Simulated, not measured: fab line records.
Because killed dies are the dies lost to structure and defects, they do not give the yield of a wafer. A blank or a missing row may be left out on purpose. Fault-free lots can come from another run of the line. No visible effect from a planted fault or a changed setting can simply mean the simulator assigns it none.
Split-lot experiment    flow n5Finfet    39 wafers read across 7 lots, on a route 1938 steps long

== ON THE SPLIT ==
At N5_BEOL_M4_DESCUM_16 (chemistry O2, time 7 s), the setting timeS was moved away from the recipe's 7 s on 18 of the 39 wafers read, by -48.4% to +54.0%. For the rest of the wafers, this setting stayed at what the recipe calls for.

The file shows no step between the split and the reading.

== THE READING ==
CAR-EUV_of_BEOL_M4_COAT_05.thkNm (the simulator's own value, which no gauge read), in nm, at N5_BEOL_M4_ETCH_74 (etches underlayer in N2/H2, target depth 6.5 nm, time 5.2 s). The file does not state a usual value for it. Across the 21 wafers here that went through the recipe, the average is 20.3 nm and the standard deviation 0.11 nm.

wafer   tool, chamber at the split  timeS as run, s  against the recipe  CAR-EUV_of_BEOL_M4_COAT_05.thkNm, nm  against lot-mates on the recipe
L076.1  rieDiel-06, 1,0,3           7                recipe              20.6                                  -
L076.2  rieDiel-06, 2               8.354            +19.3%              19.8                                  -0.7
L076.5  rieDiel-06, 0,3             8.354            +19.3%              19.8                                  -0.7
L076.6  rieDiel-06, 0,3             8.354            +19.3%              19.8                                  -0.7
L076.3  rieDiel-06, 1,0,3           7                recipe              20.4                                  -
L076.4  rieDiel-06, 1,0,3           7                recipe              20.4                                  -
L079.1  rieDiel-01, 1,0,0           10.19            +45.6%              18.8                                  -1.5
L079.2  rieDiel-01, 3,1             7                recipe              20.4                                  -
L079.3  rieDiel-01, 1,0,0           10.19            +45.6%              18.6                                  -1.7
L079.6  rieDiel-01, 1,0,0           10.19            +45.6%              18.6                                  -1.7
L079.4  rieDiel-01, 3,1             7                recipe              20.2                                  -
L079.5  rieDiel-01, 3               7                recipe              20.2                                  -
L091.2  rieDiel-02, 3,1,3           7                recipe              20.2                                  -
L091.5  rieDiel-02, 3,1,3           7                recipe              20.2                                  -
L091.4  rieDiel-02, 3,1,3           7                recipe              20.4                                  -
L092.1  rieDiel-06, 3,0,2           7                recipe              20.4                                  -
L092.2  rieDiel-06, 3,0,2           7                recipe              20.4                                  -
L092.6  rieDiel-06, 3,0,2           7                recipe              20.4                                  -
L092.3  rieDiel-06, 1,2,1           3.613            -48.4%              22.2                                  +1.8
L092.5  rieDiel-06, 1,2,1           3.613            -48.4%              22.2                                  +1.8
L092.4  rieDiel-06, 1,2,1           3.613            -48.4%              22                                    +1.6
L094.1  rieDiel-06, 2,3             10.16            +45.1%              18.6                                  -1.7
L094.2  rieDiel-06, 2,3             10.16            +45.1%              18.8                                  -1.5
L094.5  rieDiel-06, 2               10.16            +45.1%              18.8                                  -1.5
L094.3  rieDiel-06, 0,1,3           7                recipe              20.2                                  -
L094.4  rieDiel-06, 0,1,3           7                recipe              20.4                                  -
L094.6  rieDiel-06, 0,1,3           7                recipe              20.4                                  -
L097.1  rieDiel-06, 1,2,3           10.78            +54.0%              18.6                                  -1.8
L097.6  rieDiel-06, 1,2,3           10.78            +54.0%              18.6                                  -1.8
L097.2  rieDiel-06, 0,2             7                recipe              20.4                                  -
L097.3  rieDiel-06, 0,2             7                recipe              20.4                                  -
L097.4  rieDiel-06, 3               7                recipe              20.4                                  -
L097.5  rieDiel-06, 1,2,3           10.78            +54.0%              18.4                                  -2.0
L096.1  rieDiel-01, 1               7                recipe              20.4                                  -
L096.2  rieDiel-01, 3,0,0           5.845            -16.5%              20.8                                  +0.5
L096.3  rieDiel-01, 3,0,0           5.845            -16.5%              20.8                                  +0.5
L096.5  rieDiel-01, 3,0,0           5.845            -16.5%              20.8                                  +0.5
L096.4  rieDiel-01, 2,3             7                recipe              20.2                                  -
L096.6  rieDiel-01, 2,3             7                recipe              20.2                                  -
The file does not say which wafer passed through which chamber wherever a row lists several chambers: such a row stands for several wafers.

THE FIT
A straight line over all 39 wafers: CAR-EUV_of_BEOL_M4_COAT_05.thkNm changes by -0.0352 nm for each +1% of timeS; r = -0.99; the points scatter about the line by 0.12 nm.
The same after taking each lot's own level away (the mean of its wafers on the recipe; 39 wafers): -0.0351 nm for each +1%; r = -1.00; scatter 0.083 nm.
According to that fit, moving timeS by its largest amount changes the reading by 1.9 nm.
From 20.27 to 20.47 nm: that is the span of the lots' own levels, equal to 1.8 times the standard deviation above.
So the lot-to-lot level changes the slope little: the two slopes agree.
Check: -1.91 nm against its lot-mates is what the line predicts for one of the wafers moved furthest among these (+54.0%) when that wafer is left out of the fit. Against them it came out at -1.8 nm.

== FURTHER SPLITS ON THESE WAFERS ==
Before the reading, these wafers also passed through other splits. Each is held against what the fit with the lots' levels taken away leaves over:
other split on the same wafers         wafers away from the commonest value  r with CAR-EUV_of_BEOL_M4_COAT_05.thkNm (lot level and that fit taken away)
N5_ZERO_LAYER_PECVD_02 timeS           9                                     +0.07
N5_FIN_SAQP_PECVD_06 timeS             18                                    -0.18
N5_BEOL_M0_SAQP_HM_DEP_111 targetThkA  12                                    -0.10
N5_BEOL_M1_ETCH_70 timeS               18                                    +0.10

== THE WHOLE CHAIN: every reading that the file lists as answering this split, in the file's order ==
step                  what it does                                                 reading                                                                            change (the file's fit)                 r (the file's)
N5_BEOL_M4_DESCUM_16  chemistry O2, time 7 s                                       CAR-EUV_of_BEOL_M4_COAT_05.thkNm (the simulator's own value, which no gauge read)  -0.034 nm for each +1% of the setting   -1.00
N5_BEOL_M4_ETCH_74    etches underlayer in N2/H2, target depth 6.5 nm, time 5.2 s  CAR-EUV_of_BEOL_M4_COAT_05.thkNm (the simulator's own value, which no gauge read)  -0.0351 nm for each +1% of the setting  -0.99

== THE FILE'S OWN FIT ==
CAR-EUV_of_BEOL_M4_COAT_05.thkNm changes by -0.0351 nm for each +1% of timeS, r = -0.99.
